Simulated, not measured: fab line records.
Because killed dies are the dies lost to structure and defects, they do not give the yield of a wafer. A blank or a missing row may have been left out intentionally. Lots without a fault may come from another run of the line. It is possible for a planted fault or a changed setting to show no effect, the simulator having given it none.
Matching of chambers | flow n5_finfet | rie_diel-02 running N5_BEOL_M9_ETCH_65: 4 sister chambers
The step etches SiARC in CF4, target depth 15.6 nm, time 26 s. 24 wafers are shown with their chamber, then 12 later ones without.

## WAFERS PAIRED WITH THEIR CHAMBERS
wafer  | chamber | drypump_motor_current_A (A) | showerhead_plenum_p_Torr (Torr) | throttle_valve_pct (%)
L075.2 | 1       | 6.2                         | 2.11                            | 15.48
L075.5 | 2       | 6.7                         | 2.17                            | 15.88
L075.6 | 3       | 6.5                         | 2.13                            | 15.71
L082.2 | 2       | 6.7                         | 2.16                            | 15.93
L082.4 | 0       | 5.0                         | 2.27                            | 15.29
L082.6 | 1       | 6.2                         | 2.11                            | 15.52
L083.1 | 0       | 5.0                         | 2.26                            | 15.30
L083.5 | 0       | 5.0                         | 2.26                            | 15.27
L083.6 | 3       | 6.5                         | 2.13                            | 15.77
L088.2 | 2       | 6.7                         | 2.16                            | 15.94
L088.3 | 3       | 6.5                         | 2.12                            | 15.77
L088.5 | 3       | 6.5                         | 2.12                            | 15.78
L089.1 | 3       | 6.5                         | 2.12                            | 15.77
L089.2 | 0       | 5.0                         | 2.26                            | 15.31
L089.4 | 2       | 6.7                         | 2.16                            | 15.96
L091.1 | 0       | 5.0                         | 2.26                            | 15.32
L091.3 | 3       | 6.5                         | 2.12                            | 15.79
L091.4 | 2       | 6.7                         | 2.16                            | 15.97
L090.3 | 2       | 6.7                         | 2.16                            | 15.95
L090.4 | 1       | 6.2                         | 2.10                            | 15.52
L090.6 | 0       | 5.1                         | 2.26                            | 15.32
L092.2 | 3       | 6.5                         | 2.12                            | 15.78
L092.4 | 0       | 5.0                         | 2.26                            | 15.32
L092.6 | 3       | 6.5                         | 2.12                            | 15.77

SIGNATURES, as means of the wafers listed above
reading                  | chamber 0 | chamber 1 | chamber 2 | chamber 3 | scatter within a chamber
drypump_motor_current_A  | 5.014     | 6.200     | 6.700     | 6.500     | 0.0207
showerhead_plenum_p_Torr | 2.2614    | 2.1067    | 2.1617    | 2.1225    | 0.00439
throttle_valve_pct       | 15.3043   | 15.5067   | 15.9383   | 15.7675   | 0.025
Rule: a wafer's distance from a chamber is the root of the sum, over the readings, of the square of ((its reading less the chamber's mean) divided by the reading's scatter). If the next closest chamber is less than 2 further off than the closest, the wafer can't be placed; otherwise it belongs to the closest. The scatter: the root of (the sum of the squares of (reading less its chamber's mean) over the shown wafers, divided by (wafers less chambers)).

## WAFERS MISSING THEIR CHAMBER
wafer  | drypump_motor_current_A (A) | showerhead_plenum_p_Torr (Torr) | throttle_valve_pct (%)
L093.2 | 5.0                         | 2.26                            | 15.32
L093.5 | 6.4                         | 2.12                            | 15.81
L093.6 | 5.0                         | 2.26                            | 15.30
L095.1 | 6.5                         | 2.12                            | 15.82
L095.3 | 5.1                         | 2.26                            | 15.34
L095.4 | 6.2                         | 2.10                            | 15.56
L094.1 | 5.0                         | 2.26                            | 15.33
L094.4 | 6.7                         | 2.15                            | 15.99
L094.6 | 5.0                         | 2.26                            | 15.33
L097.1 | 6.1                         | 2.10                            | 15.55
L097.2 | 6.7                         | 2.15                            | 16.00
L097.6 | 6.7                         | 2.15                            | 15.99

## THE CHAMBER EACH PASSED THROUGH
wafer  | from the rows above | in truth
L093.2 | 0                   | 0
L093.5 | 3                   | 3
L093.6 | 0                   | 0
L095.1 | 3                   | 3
L095.3 | 0                   | 0
L095.4 | 1                   | 1
L094.1 | 0                   | 0
L094.4 | 2                   | 2
L094.6 | 0                   | 0
L097.1 | 1                   | 1
L097.2 | 2                   | 2
L097.6 | 2                   | 2
Correctly placed: 12 of 12. Not placeable from these rows: 0. 0 placed wrongly.
